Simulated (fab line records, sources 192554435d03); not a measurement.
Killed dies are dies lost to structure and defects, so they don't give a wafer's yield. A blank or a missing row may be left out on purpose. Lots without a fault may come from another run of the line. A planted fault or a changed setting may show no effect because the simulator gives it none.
A struck lot beside a sound one | flow n5_finfet | 16 steps out of a route of 1938
Sound: wafers L133.2, L133.4, L133.5. Struck: wafers L139.2, L139.3, L139.4. The cause comes at the end.
At each step with rows: each side's tool, then ch and its chambers, then its first start. Under that, the readings that differ: sound wafers | struck wafers | difference of the means | sigmas: that difference in standard deviations of wafers without a fault.
alike: readings whose means differ by less than 2 such deviations, and words and numbers that are the same on both sides. not compared: withheld readings, readings that some wafer has no value for, bounds like >300 that may hide the same value, and numbers for which the record gives no deviation and whose values overlap.
The two part at a step that has a row with sigmas, a row that says differs or no value, or rows on one side only. Numbers that don't overlap but have no deviation are shown without sigmas and don't part them. A reading that every wafer of one side lacks parts them only if that side has two wafers or more.

first, 2 steps without rows for these wafers: N5_DUMMY_GATE_STRIP_38 (strips in N2/H2); N5_DUMMY_GATE_STRIP_39 (strips in N2/H2).
N5_DUMMY_GATE_TRIM_49: chemistry O2, time 29 s, target cd 14 nm.
  sound on rie_si-02 ch 0,1,3, day 5 19:35; struck on rie_si-02 ch 0,1,2, day 7 06:01
  alike: drypump_motor_current_A, oes_product_au, throttle_valve_pct
  not compared: rf_hours_counter_h
then, 1 step without rows for these wafers: N5_DUMMY_GATE_STRIP_40 (strips in CF4).
N5_DUMMY_GATE_CD_MEAS_50: target cd 14 nm.
  sound on cd_sem-01, day 5 19:44; struck on cd_sem-03, day 7 06:10
  alike: cd_nm
then, 1 step without rows for these wafers: N5_DUMMY_GATE_ETCH_31 (etches SiO2 in C4F6/O2, target depth 82.5 nm, time 27.5 s).
N5_DUMMY_GATE_STRIP_41: strips in O2.
  sound on rie_diel-06 ch 0,1,3, day 5 19:51; struck on rie_diel-04 ch 0,1,2, day 7 06:16
  alike: drypump_motor_current_A, oes_product_au, rf_vpp_V, showerhead_plenum_p_Torr, throttle_valve_pct
  not compared: rf_hours_counter_h
then, 1 step without rows for these wafers: N5_DUMMY_GATE_HM_OPEN_21 (chemistry CH3F/O2, target SiNx, target depth 120 nm, time 171.4 s).
N5_DUMMY_GATE_ETCH_32: etches SiO2 in CF4, target depth 3.5 nm, time 3.9 s.
  sound on rie_si-02 ch 1,2,3, day 5 20:03; struck on rie_si-05 ch 0,2,3, day 7 06:28
  alike: bias_w, drypump_motor_current_A, oes_product_au, throttle_valve_pct
  not compared: rf_hours_counter_h
N5_DUMMY_GATE_ETCH_23: etches poly-Si in HBr/Cl2/O2, target depth 41 nm, time 22.3 s.
  sound on rie_si-02 ch 1,2,3, day 5 20:05; struck on rie_si-05 ch 0,2,3, day 7 06:29
  alike: bias_w, drypump_motor_current_A, oes_product_au, throttle_valve_pct
  not compared: rf_hours_counter_h
N5_DUMMY_GATE_ETCH_44: etches poly-Si in HBr/O2, stops on SiO2, target depth 127.5 nm.
  sound on rie_si-02 ch 1,2,3, day 5 20:08; struck on rie_si-05 ch 0,2,3, day 7 06:33
  alike: bias_w, drypump_motor_current_A, oes_product_au, throttle_valve_pct
  not compared: rf_hours_counter_h
N5_DUMMY_GATE_CD_MEAS_24: target cd 15 nm.
  sound on cd_sem-03, day 5 20:15; struck on cd_sem-03, day 7 06:40
  alike: cd_nm
N5_DUMMY_GATE_ETCH_42: etches SiO2 in CHF3/O2, target depth 3.5 nm, time 31 s.
  sound on rie_diel-04 ch 1,2,3, day 5 20:18; struck on rie_diel-04 ch 1,2,3, day 7 06:43
  reading    | sound             | struck            | difference | sigmas
  bias_w (W) | 11.93 11.99 11.99 | 12.60 12.63 12.70 | +0.67      | +18
  alike: drypump_motor_current_A, oes_f_703_au, oes_product_au, rf_vpp_V, showerhead_plenum_p_Torr, throttle_valve_pct
  not compared: rf_hours_counter_h
then, 1 step without rows for these wafers: N5_DUMMY_GATE_STRIP_48 (strips in N2/H2, time 20 s).
-- the record jumps here: 5 days lie between the struck wafers' starts before and after (it left off in module DUMMY_GATE and takes up again in module BEOL_M4, whose first step shown is number 1111 of the route) --
N5_BEOL_M4_RC_MEAS_101:
  sound on prober-02 ch 0, day 11 08:52; struck on prober-01 ch 0, day 12 17:48
  alike: DIBL_N, DIBL_P, IOFF_N, IOFF_P, ION_N, ION_P, SS_N, SS_P, VT_N, VT_P
N5_PASSIVATION_PROBE_49:
  the record has rows for the sound wafers here (prober-01, day 16 00:17) and none for the struck ones

WHERE THEY PART
First at N5_DUMMY_GATE_ETCH_42; last, within this record, at N5_PASSIVATION_PROBE_49.

WHY: what the simulator had put in
Process parameter drift: rie_diel-04, from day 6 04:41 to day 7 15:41, at N5_DUMMY_GATE_ETCH_42. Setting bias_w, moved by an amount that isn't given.
